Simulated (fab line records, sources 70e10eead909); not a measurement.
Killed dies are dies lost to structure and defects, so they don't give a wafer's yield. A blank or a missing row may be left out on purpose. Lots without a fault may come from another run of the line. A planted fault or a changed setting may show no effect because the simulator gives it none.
fab line records | flow nand_harc
record lots=6 wafers=18 last_day=26
route steps=1159 shown A_CHANNEL_HOLE_D1@480 A_CHANNEL_FILL_D1@490 END@1159
lots that met no fault: from a run of the same line without faults
start_h: hours from the record's first day to the start of the lot's first wafer shown | wait_h: hours since the lot's step before | " the same as in the row above | L1.1+2: a row that stands for several wafers | - no value, or no start given | * or withheld: withheld | < > ~ a bound
route shown NAME@n: a module of which the file shows steps, and the number in the route of the first | usual: mean/standard deviation of fault-free wafers | same: alike in all rows | chamber/n: place in a boat | sites: the reading at each site | _std_site: their standard deviation | _edge_site: outer sites' mean less inner sites' | radius_mm: how far each site lies from the wafer's centre | mask NAME#n: copy n | behind: the tool/chamber that last shaped the wafer | hold: why the lot was held/for how many hours/how that ended | device: the transistor (n, p or np) that didn't switch | end of line: the same wafers' tests at the end of the route | a step without rows: its recipe alone | killed: dies lost to structure and defects at the first sort, not the wafer's yield | map: a wafer's dies, x killed, . not, _ none there
set.NAME: the setting as run; set.NAME@STEP: as run at that earlier step | model.NAME: the simulator's own value behind a step, which no gauge read
lots at some steps of the route; a table a step, a row a wafer
services: from which hour (start_h, from the record's first day; less than 0 if before it) a tool's chamber was out of use, for how many hours, and why
## steps
# step NHARC_A_CHANNEL_HOLE_D1_STRIP_41
# recipe n2_flow_sccm=150 h2_flow_sccm=150 ar_flow_sccm=0 bias_w=0 chemistry=N2/H2
# step NHARC_A_CHANNEL_HOLE_D1_STRIP_42
# recipe cf4_flow_sccm=100 chf3_flow_sccm=30 ar_flow_sccm=0 bias_w=0 chemistry=CF4/CHF3
# step NHARC_A_CHANNEL_HOLE_D1_STRIP_43
# recipe o2_flow_sccm=400 cos_flow_sccm=20 ar_flow_sccm=0 bias_w=0 chemistry=O2/COS
# step NHARC_A_CHANNEL_HOLE_D1_ETCH_44
# recipe target_depth_a=1400 overetch_a=140 time_s=77 ion_energy_ev=100 cf4_flow_sccm=80 o2_flow_sccm=20 ar_flow_sccm=0 rf_w=300 bias_w=100 chemistry=CF4/O2
# usual drypump_motor_current_A=5.8/0.4 oes_product_au=1.003/0.0088 rf_vpp_V=197.5/1.4 showerhead_plenum_p_Torr=1.32/0.055 throttle_valve_pct=13.397/0.0083
# columns lot.wafer tool chamber start_h wait_h drypump_motor_current_A oes_product_au rf_hours_counter_h rf_vpp_V showerhead_plenum_p_Torr throttle_valve_pct
L958.3 rie_diel-08 0 204.99 0.1 5.7 0.994 3.9 198.0 1.37 13.409
L958.5 " 1 " " 5.3 0.992 - 197.1 1.30 13.391
L958.6 " 2 " " 5.6 0.994 - 199.0 1.34 13.390
L960.2 rie_diel-12 1 226.39 0.1 5.9 1.019 1.6 199.4 1.40 13.392
L960.1 " 2 " " 6.0 0.996 2.1 198.1 1.36 13.382
L960.5 " 3 " " 6.1 1.001 - 196.4 1.25 13.391
L970.3 rie_diel-03 2 282.60 0.0 5.5 1.028 4.1 199.1 1.40 13.404
L970.4 " 0 " " 5.1 0.997 4.8 196.5 1.29 13.382
L970.6 " 3 " " 5.6 1.001 - 199.0 1.40 13.409
L971.2 rie_diel-12 3 283.61 0.1 6.1 0.999 6.5 195.7 1.25 13.390
L971.4 " 0 " " 6.4 0.999 5.9 195.6 1.27 13.407
L971.3 " 2 " " 5.9 0.996 5.7 198.2 1.36 13.382
L975.4 rie_diel-12 2 307.05 0.1 6.0 0.994 7.5 199.3 1.36 13.401
L975.6 " 3 " " 6.1 1.011 - 194.6 1.25 13.384
L975.5 " 0 " " 6.4 0.999 - 196.1 1.27 13.415
L976.1 rie_diel-12 2 319.03 0.0 6.0 0.986 8.3 198.5 1.36 13.399
L976.4 " 3 " " 6.1 0.998 9.4 196.5 1.25 13.389
L976.5 " 3 " " 6.1 1.000 - 196.0 1.25 13.400
# step NHARC_A_CHANNEL_HOLE_D1_STRIP_27
# recipe o2_flow_sccm=500 ar_flow_sccm=0 bias_w=0 chemistry=O2
# usual drypump_motor_current_A=5.9/0.4 oes_product_au=1.002/0.0095 rf_vpp_V=57.8/0.85 showerhead_plenum_p_Torr=3.50/0.14 throttle_valve_pct=17.037/0.0093
# columns lot.wafer tool chamber start_h wait_h drypump_motor_current_A oes_product_au rf_hours_counter_h rf_vpp_V showerhead_plenum_p_Torr throttle_valve_pct
L958.3 rie_diel-08 1 - - 5.3 1.002 3.7 57.3 3.43 17.036
L958.6 " 3 " " 6.5 0.999 - 57.4 3.45 17.034
L958.5 " 0 " " 5.7 1.005 - 57.6 3.63 17.014
L960.1 rie_diel-12 0 - - 6.4 0.999 1.7 56.1 3.36 17.040
L960.2 " 2 " " 6.0 1.005 2.1 58.2 3.59 17.026
L960.5 " 1 " " 5.9 1.010 - 57.8 3.69 17.027
L970.3 rie_diel-03 0 - - 5.1 1.001 4.8 56.9 3.41 17.052
L970.4 " 1 " " 6.0 1.008 4.7 56.8 3.30 17.043
L970.6 " 1 " " 6.0 1.016 - 57.9 3.30 17.051
L971.4 rie_diel-12 0 - - 6.4 1.002 6.0 58.4 3.35 17.034
L971.2 " 2 " " 5.9 0.982 5.7 58.4 3.59 17.031
L971.3 " 3 " " 6.1 1.008 6.6 55.9 3.32 17.043
L975.4 rie_diel-12 1 - - 5.9 1.021 6.9 58.9 3.69 17.032
L975.6 " 3 " " 6.1 1.010 - 58.3 3.32 17.037
L975.5 " 0 " " 6.4 1.001 - 58.2 3.35 17.045
L976.1 rie_diel-12 1 - - 5.9 1.021 7.5 58.8 3.69 17.026
L976.4 " 2 " " 6.0 0.990 8.3 58.3 3.59 17.053
L976.5 " 1 " " 5.9 1.005 - 58.0 3.69 17.042
# step NHARC_A_CHANNEL_HOLE_D1_PRECLEAN_28
# recipe time_s=* temp_c=50 bath_age_min=0 chemistry=SC1
# step NHARC_A_CHANNEL_HOLE_D1_SRD_29
# step NHARC_A_CHANNEL_HOLE_D1_CD_MEAS_30
# usual cd_nm=90.2/1.3
# columns lot.wafer tool chamber start_h wait_h cd_nm
L958.3 cd_sem-02 - 205.77 - 90.7
L958.5 " - " " 92.2
L958.6 " - " " 89.7
L960.1 cd_sem-01 - 227.17 - 90.8
L960.2 " - " " 89.6
L960.5 " - " " 87.7
L970.3 cd_sem-01 - 283.40 - 87.3
L970.4 " - " " 90.4
L970.6 " - " " 88.2
L971.2 cd_sem-03 - 284.41 - 90.0
L971.3 " - " " 91.2
L971.4 " - " " 89.0
L975.4 cd_sem-01 - 307.84 - 92.4
L975.5 " - " " 89.7
L975.6 " - " " 91.6
L976.1 cd_sem-02 - 319.82 - 90.6
L976.4 " - " " 90.6
L976.5 " - " " 89.5
# step NHARC_A_CHANNEL_HOLE_D1_XSEM_31
# recipe landing_energy_ev=35000
# usual bot_cd_nm=74.6/1.3 bow_nm=8.55/0.25 tilt_deg=0.08/0.034
# columns lot.wafer tool chamber start_h wait_h bot_cd_nm bow_nm tilt_deg
L958.3 xsem-02 0 205.86 0.1 76.0 8.91 0.09
L958.5 " 0 " " 76.7 8.82 0.08
L958.6 " 0 " " 74.3 8.83 0.09
L960.1 xsem-01 0 227.26 0.1 75.1 8.22 0.10
L960.2 " 0 " " 73.3 8.35 0.10
L960.5 " 0 " " 72.9 8.30 0.10
L970.3 xsem-02 0 283.49 0.1 72.0 8.42 0.09
L970.4 " 0 " " 74.6 8.44 0.09
L970.6 " 0 " " 73.1 8.43 0.09
L971.2 xsem-01 0 284.49 0.1 74.6 8.20 0.13
L971.3 " 0 " " 74.9 8.29 0.14
L971.4 " 0 " " 72.9 8.23 0.13
L975.4 xsem-01 0 307.93 0.1 75.9 8.25 0.09
L975.5 " 0 " " 74.1 8.33 0.09
L975.6 " 0 " " 75.8 8.32 0.09
L976.1 xsem-02 0 319.91 0.1 74.6 8.85 0.12
L976.4 " 0 " " 75.3 8.83 0.12
L976.5 " 0 " " 73.5 8.91 0.12
# step NHARC_A_CHANNEL_HOLE_D1_INSPECT_40
# usual raw_defect_count=61/18
# columns lot.wafer tool chamber start_h wait_h raw_defect_count
L958.3 defect_inspect-01 - 205.96 - 60
L958.5 " - " " 76
L958.6 " - " " 99
L960.1 defect_inspect-01 - 227.35 - 44
L960.2 " - " " 68
L960.5 " - " " 58
L970.3 defect_inspect-02 - 283.58 - 25
L970.4 " - " " 48
L970.6 " - " " 42
L971.2 defect_inspect-02 - 284.59 - 60
L971.3 " - " " 58
L971.4 " - " " 68
L975.4 defect_inspect-01 - 308.02 - 62
L975.5 " - " " 68
L975.6 " - " " 74
L976.1 defect_inspect-02 - 320.01 - 55
L976.4 " - " " 39
L976.5 " - " " 38
# step NHARC_A_CHANNEL_FILL_D1_PRECLEAN_00
# recipe time_s=* temp_c=50 bath_age_min=0 chemistry=SC1
# step NHARC_A_CHANNEL_FILL_D1_SRD_01
# step NHARC_A_CHANNEL_FILL_D1_ALD_02
# recipe target_thk_a=60 pulse_time_s=10 ald_cycles=60 temp_c=300 material=SiO2
# usual ald_cycles=60/0 heater_power_outer_w=272/42 heater_power_w=490/72 precursor_pulse_height_rel=1.001/0.02
# columns lot.wafer tool chamber start_h wait_h ald_cycles heater_power_outer_w heater_power_w precursor_pulse_height_rel
L958.3 ald_hk-04 2 206.59 - 60 323 572 1.015
L958.5 " 0 " " 60 251 471 1.008
L958.6 " 1 " " 60 265 512 1.016
L960.2 ald_hk-03 3 227.55 - 60 278 498 0.980
L960.1 " 1 " " 60 244 422 1.021
L960.5 " 3 " " 60 273 515 0.974
L970.3 ald_hk-04 0 283.92 - - - - -
L970.4 " 1 " " - - - -
L970.6 " 2 " " - - - -
L971.3 ald_hk-04 3 284.79 - - - - -
L971.4 " 0 " " - - - -
L971.2 " 2 " " - - - -
L975.4 ald_hk-04 2 308.21 - 60 314 563 1.018
L975.5 " 2 " " 60 320 554 0.976
L975.6 " 3 " " 60 296 523 1.025
L976.1 ald_hk-01 0 320.35 - 60 270 470 1.011
L976.4 " 1 " " 60 265 450 1.017
L976.5 " 2 " " 60 236 425 0.999
# step NHARC_A_CHANNEL_FILL_D1_ALD_03
# recipe target_thk_a=60 pulse_time_s=60 ald_cycles=58 temp_c=630 pressure_torr=2 material=SiNx
# usual chamber_pressure_Torr=2.000/0.0047 precursor_pulse_height_rel=0.997/0.021
# same ald_cycles=58
# columns lot.wafer tool chamber start_h wait_h chamber_pressure_Torr precursor_pulse_height_rel
L958.3 ald_sin_batch-01 0 - - 1.995 1.039
L958.5 " 0 " " 2.003 0.978
L958.6 " 0 " " 1.994 0.984
L960.1 ald_sin_batch-01 0 - - 2.004 0.991
L960.2 " 0 " " 2.003 1.026
L960.5 " 0 " " 2.000 0.972
L970.3 ald_sin_batch-03 0 - - 1.995 0.949
L970.4 " 0 " " 1.998 0.999
L970.6 " 0 " " 1.995 0.985
L971.2 ald_sin_batch-03 0 - - 1.997 0.981
L971.3 " 0 " " 2.000 1.027
L971.4 " 0 " " 2.001 0.995
L975.4 ald_sin_batch-03 0 - - 1.997 0.980
L975.5 " 0 " " 2.003 0.984
L975.6 " 0 " " 1.995 1.018
L976.1 ald_sin_batch-01 0 - - 2.003 0.983
L976.4 " 0 " " 2.001 0.978
L976.5 " 0 " " 2.000 1.020
# step NHARC_END_SORT_01
# recipe temp_c=25
# usual killed_at_array=28/9.1 killed_at_other=0.6/0.87 killed_at_periphery=3.4/2.7 killed_dies=32/9 killed_open=3.2/1.9 killed_short=2.0/1.3
# same gross_dies=677
# columns lot.wafer tool chamber start_h wait_h killed_at_array killed_at_other killed_at_periphery killed_dies killed_open killed_short
L958.3 prober-02 0 477.01 3.1 27 0 1 28 2 2
L958.5 prober-02 0 478.60 3.7 29 1 1 31 7 2
L958.6 prober-02 0 479.40 4.0 24 2 1 27 4 3
L971.2 prober-02 0 565.38 2.8 672 0 5 677 3 2
L971.3 prober-02 0 566.18 3.1 677 0 0 677 3 5
L971.4 prober-02 0 566.98 3.4 672 2 3 677 3 1
L970.3 prober-02 0 589.56 3.1 674 0 3 677 0 0
L970.4 prober-02 0 590.36 3.4 669 1 7 677 1 2
L970.6 prober-02 0 591.95 4.0 669 0 8 677 5 2
L975.4 prober-01 0 605.43 3.4 37 2 1 40 1 2
L975.5 prober-01 0 606.23 3.7 29 1 1 31 3 1
L975.6 prober-01 0 607.03 4.0 31 3 1 35 3 0
# killed by level:class
L958.3 A_CHANNEL_HOLE_D1:chamber_film_flake=9 A_STAIRCASE:chamber_film_flake=6 A_CONTACT:chamber_film_flake=5 A_ZERO_WELL:chamber_film_flake=2 A_ONON_D1:geometric_particle:short=1 A_ONON_D1:geometric_particle:open=1 A_WL_FILL:geometric_particle:short=1 A_CONTACT:geometric_particle:open=1
L958.5 A_CHANNEL_HOLE_D1:chamber_film_flake=10 A_STAIRCASE:chamber_film_flake=5 A_CONTACT:chamber_film_flake=4 A_BLC:geometric_particle:open=2 A_M0:geometric_particle:open=2 A_ZERO_WELL:chamber_film_flake=2 A_SOURCE_PLATE:geometric_particle:open=1 A_ONON_D1:geometric_particle:open=1
L958.6 A_ZERO_WELL:chamber_film_flake=7 A_CHANNEL_HOLE_D1:chamber_film_flake=5 A_STAIRCASE:chamber_film_flake=4 A_CONTACT:chamber_film_flake=4 P_M0:geometric_particle:open=1 A_CHANNEL_HOLE_D1:geometric_particle:open=1 A_CHANNEL_FILL_D1:geometric_particle:short=1 A_CONTACT:geometric_particle:short=1
L971.2 A_CHANNEL_FILL_D1:area_ald=641 A_SLIT:chamber_film_flake=15 A_CHANNEL_HOLE_D1:chamber_film_flake=7 P_CONTACT:geometric_particle:short=2 P_M1:chamber_film_flake=2 A_STAIRCASE:chamber_film_flake=2 A_SGD_CUT:chamber_film_flake=2 P_CONTACT:geometric_particle:open=1
L971.3 A_CHANNEL_FILL_D1:area_ald=634 A_CHANNEL_HOLE_D1:chamber_film_flake=15 A_SLIT:chamber_film_flake=15 A_CONTACT:geometric_particle:short=2 A_SGD_CUT:chamber_film_flake=2 A_CHANNEL_HOLE_D1:geometric_particle:open=1 A_CHANNEL_HOLE_D1:geometric_particle:short=1 A_CHANNEL_FILL_D1:geometric_particle:open=1
L971.4 A_CHANNEL_FILL_D1:area_ald=639 A_SLIT:chamber_film_flake=17 A_CHANNEL_HOLE_D1:chamber_film_flake=8 A_SGD_CUT:chamber_film_flake=4 THIN_TSV:chamber_film_flake=2 P_CONTACT:geometric_particle:open=1 A_CHANNEL_HOLE_D1:geometric_particle:short=1 A_CONTACT:geometric_particle:open=1
L970.3 A_CHANNEL_FILL_D1:area_ald=662 A_SLIT:chamber_film_flake=8 P_STI:chamber_film_flake=2 A_CHANNEL_HOLE_D1:chamber_film_flake=2 A_CONTACT:chamber_film_flake=2 P_M2:chamber_film_flake=1
L970.4 A_CHANNEL_FILL_D1:area_ald=648 A_SLIT:chamber_film_flake=13 P_STI:chamber_film_flake=5 A_CHANNEL_HOLE_D1:chamber_film_flake=5 A_CHANNEL_FILL_D1:geometric_particle:open=1 A_WL_FILL:geometric_particle:short=1 P_GATE:chamber_film_flake=1 P_M1:chamber_film_flake=1
L970.6 A_CHANNEL_FILL_D1:area_ald=642 A_SLIT:chamber_film_flake=12 A_CHANNEL_HOLE_D1:chamber_film_flake=7 A_CONTACT:geometric_particle:open=4 P_STI:chamber_film_flake=4 P_M1:chamber_film_flake=2 A_CONTACT:chamber_film_flake=2 P_M0:geometric_particle:open=1
L975.4 A_SLIT:chamber_film_flake=21 A_CHANNEL_HOLE_D1:chamber_film_flake=9 A_STAIRCASE:chamber_film_flake=3 THIN_TSV:chamber_film_flake=2 A_ONON_D1:geometric_particle:short=1 A_SGD_CUT:geometric_particle:short=1 A_BLC:geometric_particle:open=1 P_ZERO_WELL:chamber_film_flake=1
L975.5 A_SLIT:chamber_film_flake=14 A_CHANNEL_HOLE_D1:chamber_film_flake=10 A_STAIRCASE:chamber_film_flake=2 P_GATE:geometric_particle:open=1 A_SLIT:geometric_particle:open=1 A_CONTACT:geometric_particle:open=1 A_M0:geometric_particle:short=1 THIN_TSV:chamber_film_flake=1
L975.6 A_SLIT:chamber_film_flake=16 A_CHANNEL_HOLE_D1:chamber_film_flake=12 THIN_TSV:chamber_film_flake=3 P_M1:geometric_particle:open=1 A_CONTACT:geometric_particle:open=1 A_M0:geometric_particle:open=1 A_WL_FILL:chamber_film_flake=1
# map L970.3 (x killed, . not)
____________x____________
_________xxxxxxx_________
_______xxxxxxxxxxx_______
______xxxxxxxxxxxxx______
_____xxxxxxxxxxxxxxx_____
____xxxxxxxxxxxxxxxxx____
____xxxxxxxxxxxxxxxxx____
___xxxxxxxxxxxxxxxxxxx___
___xxxxxxxxxxxxxxxxxxx___
__xxxxxxxxxxxxxxxxxxxxx__
__xxxxxxxxxxxxxxxxxxxxx__
_xxxxxxxxxxxxxxxxxxxxxxx_
_xxxxxxxxxxxxxxxxxxxxxxx_
_xxxxxxxxxxxxxxxxxxxxxxx_
_xxxxxxxxxxxxxxxxxxxxxxx_
_xxxxxxxxxxxxxxxxxxxxxxx_
xxxxxxxxxxxxxxxxxxxxxxxxx
xxxxxxxxxxxxxxxxxxxxxxxxx
xxxxxxxxxxxxxxxxxxxxxxxxx
xxxxxxxxxxxxxxxxxxxxxxxxx
xxxxxxxxxxxxxxxxxxxxxxxxx
_xxxxxxxxxxxxxxxxxxxxxxx_
_xxxxxxxxxxxxxxxxxxxxxxx_
_xxxxxxxxxxxxxxxxxxxxxxx_
_xxxxxxxxxxxxxxxxxxxxxxx_
_xxxxxxxxxxxxxxxxxxxxxxx_
__xxxxxxxxxxxxxxxxxxxxx__
__xxxxxxxxxxxxxxxxxxxxx__
___xxxxxxxxxxxxxxxxxxx___
___xxxxxxxxxxxxxxxxxxx___
____xxxxxxxxxxxxxxxxx____
____xxxxxxxxxxxxxxxxx____
_____xxxxxxxxxxxxxxx_____
______xxxxxxxxxxxxx______
_______xxxxxxxxxxx_______
_________xxxxxxx_________
____________x____________
# map L971.2 (x killed, . not)
____________x____________
_________xxxxxxx_________
_______xxxxxxxxxxx_______
______xxxxxxxxxxxxx______
_____xxxxxxxxxxxxxxx_____
____xxxxxxxxxxxxxxxxx____
____xxxxxxxxxxxxxxxxx____
___xxxxxxxxxxxxxxxxxxx___
___xxxxxxxxxxxxxxxxxxx___
__xxxxxxxxxxxxxxxxxxxxx__
__xxxxxxxxxxxxxxxxxxxxx__
_xxxxxxxxxxxxxxxxxxxxxxx_
_xxxxxxxxxxxxxxxxxxxxxxx_
_xxxxxxxxxxxxxxxxxxxxxxx_
_xxxxxxxxxxxxxxxxxxxxxxx_
_xxxxxxxxxxxxxxxxxxxxxxx_
xxxxxxxxxxxxxxxxxxxxxxxxx
xxxxxxxxxxxxxxxxxxxxxxxxx
xxxxxxxxxxxxxxxxxxxxxxxxx
xxxxxxxxxxxxxxxxxxxxxxxxx
xxxxxxxxxxxxxxxxxxxxxxxxx
_xxxxxxxxxxxxxxxxxxxxxxx_
_xxxxxxxxxxxxxxxxxxxxxxx_
_xxxxxxxxxxxxxxxxxxxxxxx_
_xxxxxxxxxxxxxxxxxxxxxxx_
_xxxxxxxxxxxxxxxxxxxxxxx_
__xxxxxxxxxxxxxxxxxxxxx__
__xxxxxxxxxxxxxxxxxxxxx__
___xxxxxxxxxxxxxxxxxxx___
___xxxxxxxxxxxxxxxxxxx___
____xxxxxxxxxxxxxxxxx____
____xxxxxxxxxxxxxxxxx____
_____xxxxxxxxxxxxxxx_____
______xxxxxxxxxxxxx______
_______xxxxxxxxxxx_______
_________xxxxxxx_________
____________x____________
## services
# columns tool chamber start_h hours kind
rie_diel-12 0 181.40 - clean
rie_diel-12 1 181.40 - clean
rie_diel-12 2 181.40 - clean
rie_diel-12 3 181.40 - clean
ald_hk-04 - 188.76 10.0 pm
rie_diel-12 - 202.40 9.0 pm
rie_diel-12 0 202.40 9.0 vent_cycle
rie_diel-12 1 202.40 9.0 vent_cycle
rie_diel-12 2 202.40 9.0 vent_cycle
rie_diel-12 3 202.40 9.0 vent_cycle
rie_diel-12 0 211.40 - clean
rie_diel-12 1 211.40 - clean
rie_diel-12 2 211.40 - clean
rie_diel-12 3 211.40 - clean
rie_diel-03 - 215.30 9.0 pm
rie_diel-12 0 228.30 1.2 repair
rie_diel-12 0 236.17 - clean
rie_diel-12 1 266.55 6.8 repair
rie_diel-03 0 283.45 7.1 repair
rie_diel-03 0 295.69 2.1 repair
rie_diel-08 - 301.80 9.0 pm
xsem-02 - 302.00 14.0 pm
ald_hk-03 - 307.79 0.9 repair
ald_sin_batch-03 - 315.23 26.0 pm
## key
first_sign step=NHARC_A_CHANNEL_FILL_D1_ALD_02 reading=tool_record direction=missing
effect step=NHARC_END_SORT_01 reading=killed_dies direction=up sigmas=72 usual=32 struck=677
more_kills_born_at NHARC_A_CHANNEL_FILL_D1_ALD_02@ald_hk-04=3866
met_at NHARC_A_CHANNEL_FILL_D1_ALD_02
struck_wafers L970.3,L970.4,L970.6,L971.2,L971.3,L971.4
later_rows_left_out L970.3,L970.4,L970.6,L971.2,L971.3,L971.4
tester_left_out L970,L971
onset_between 206.59 283.92
fault kind=skipped_step_whole tool=ald_hk-04 chamber=- onset_h=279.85 steps=NHARC_A_CHANNEL_FILL_D1_ALD_02 scope=struck_lots_only
# tester_left_out: of these lots the tester's yield and bins aren't shown, on N5 and GAA mostly nor the transistor test; their killed dies are dies lost to structure and defects alone, not to doping, threshold or leakage, so they don't give the yield
# later_rows_left_out: the simulator's readings of these wafers behind a module that went badly wrong aren't trusted and aren't shown, but for the sort
